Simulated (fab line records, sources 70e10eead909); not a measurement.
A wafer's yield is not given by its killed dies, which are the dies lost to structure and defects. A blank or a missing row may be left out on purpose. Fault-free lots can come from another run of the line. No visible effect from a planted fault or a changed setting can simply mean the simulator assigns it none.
Chamber matching :: flow nand-harc :: ald-hk-04 running NHARC_A_CHANNEL_FILL_D2_ALD_02: 4 sister chambers
The step deposits SiO2, target thk 6 nm, pulse time 10 s, ald cycles 60. 16 wafers are shown with their chamber, then 8 later ones without.

== WAFERS WITH THEIR CHAMBER ==
wafer: L927.1
chamber: 0
heater-power-w (W): 494
heater-power-outer-w (W): 292
precursor-pulse-height-rel: 0.962

wafer: L927.2
chamber: 2
heater-power-w (W): 490
heater-power-outer-w (W): 265
precursor-pulse-height-rel: 0.992

wafer: L927.5
chamber: 1
heater-power-w (W): 426
heater-power-outer-w (W): 230
precursor-pulse-height-rel: 1.019

wafer: L928.1
chamber: 3
heater-power-w (W): 392
heater-power-outer-w (W): 228
precursor-pulse-height-rel: 1.011

wafer: L928.3
chamber: 2
heater-power-w (W): 502
heater-power-outer-w (W): 269
precursor-pulse-height-rel: 1.005

wafer: L928.4
chamber: 0
heater-power-w (W): 499
heater-power-outer-w (W): 291
precursor-pulse-height-rel: 0.998

wafer: L931.3
chamber: 2
heater-power-w (W): 501
heater-power-outer-w (W): 272
precursor-pulse-height-rel: 1.020

wafer: L931.4
chamber: 0
heater-power-w (W): 492
heater-power-outer-w (W): 301
precursor-pulse-height-rel: 0.990

wafer: L931.6
chamber: 3
heater-power-w (W): 395
heater-power-outer-w (W): 226
precursor-pulse-height-rel: 1.000

wafer: L932.1
chamber: 1
heater-power-w (W): 428
heater-power-outer-w (W): 239
precursor-pulse-height-rel: 1.007

wafer: L932.2
chamber: 0
heater-power-w (W): 483
heater-power-outer-w (W): 298
precursor-pulse-height-rel: 1.034

wafer: L932.6
chamber: 2
heater-power-w (W): 489
heater-power-outer-w (W): 267
precursor-pulse-height-rel: 1.027

wafer: L938.1
chamber: 2
heater-power-w (W): 499
heater-power-outer-w (W): 269
precursor-pulse-height-rel: 1.019

wafer: L938.5
chamber: 3
heater-power-w (W): 391
heater-power-outer-w (W): 233
precursor-pulse-height-rel: 0.998

wafer: L938.6
chamber: 0
heater-power-w (W): 491
heater-power-outer-w (W): 307
precursor-pulse-height-rel: 0.983

wafer: L942.3
chamber: 2
heater-power-w (W): 491
heater-power-outer-w (W): 276
precursor-pulse-height-rel: 0.998

SIGNATURES, as means of the wafers listed above
reading: heater-power-w
chamber 0: 491.80
chamber 1: 427.00
chamber 2: 495.33
chamber 3: 392.67
scatter within a chamber: 5.19

reading: heater-power-outer-w
chamber 0: 297.80
chamber 1: 234.50
chamber 2: 269.67
chamber 3: 229.00
scatter within a chamber: 5.14

reading: precursor-pulse-height-rel
chamber 0: 0.99340
chamber 1: 1.01300
chamber 2: 1.01017
chamber 3: 1.00300
scatter within a chamber: 0.018
Rule: for a wafer and a chamber, the distance is found by dividing, reading by reading, the gap between the wafer's reading and the chamber's mean by the reading's scatter, squaring, summing and taking the root. If the next closest chamber is less than 2 further off than the closest, the wafer can't be placed; otherwise it belongs to the closest. The scatter is the square root of a quotient: the sum, over the shown wafers, of each reading's squared deviation from its chamber's mean, divided by wafers minus chambers.

== WAFERS MISSING THEIR CHAMBER ==
wafer: L942.4
heater-power-w (W): 481
heater-power-outer-w (W): 299
precursor-pulse-height-rel: 0.986

wafer: L942.5
heater-power-w (W): 412
heater-power-outer-w (W): 217
precursor-pulse-height-rel: 0.972

wafer: L941.1
heater-power-w (W): 411
heater-power-outer-w (W): 228
precursor-pulse-height-rel: 0.985

wafer: L941.3
heater-power-w (W): 493
heater-power-outer-w (W): 278
precursor-pulse-height-rel: 1.023

wafer: L941.4
heater-power-w (W): 411
heater-power-outer-w (W): 217
precursor-pulse-height-rel: 0.986

wafer: L947.2
heater-power-w (W): 480
heater-power-outer-w (W): 301
precursor-pulse-height-rel: 1.005

wafer: L947.5
heater-power-w (W): 495
heater-power-outer-w (W): 275
precursor-pulse-height-rel: 1.012

wafer: L947.6
heater-power-w (W): 408
heater-power-outer-w (W): 232
precursor-pulse-height-rel: 0.967

== THE CHAMBER EACH PASSED THROUGH ==
wafer: L942.4
from the rows above: 0
in truth: 0

wafer: L942.5
from the rows above: can't be placed: 3 or 1
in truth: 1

wafer: L941.1
from the rows above: can't be placed: 1 or 3
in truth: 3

wafer: L941.3
from the rows above: 2
in truth: 2

wafer: L941.4
from the rows above: can't be placed: 3 or 1
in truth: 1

wafer: L947.2
from the rows above: 0
in truth: 0

wafer: L947.5
from the rows above: 2
in truth: 2

wafer: L947.6
from the rows above: can't be placed: 3 or 1
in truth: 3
Correct placement for 4 of the 8. Can't be placed from these rows: 4 (the true chamber is among the candidates in 4). Placed wrongly: 0.
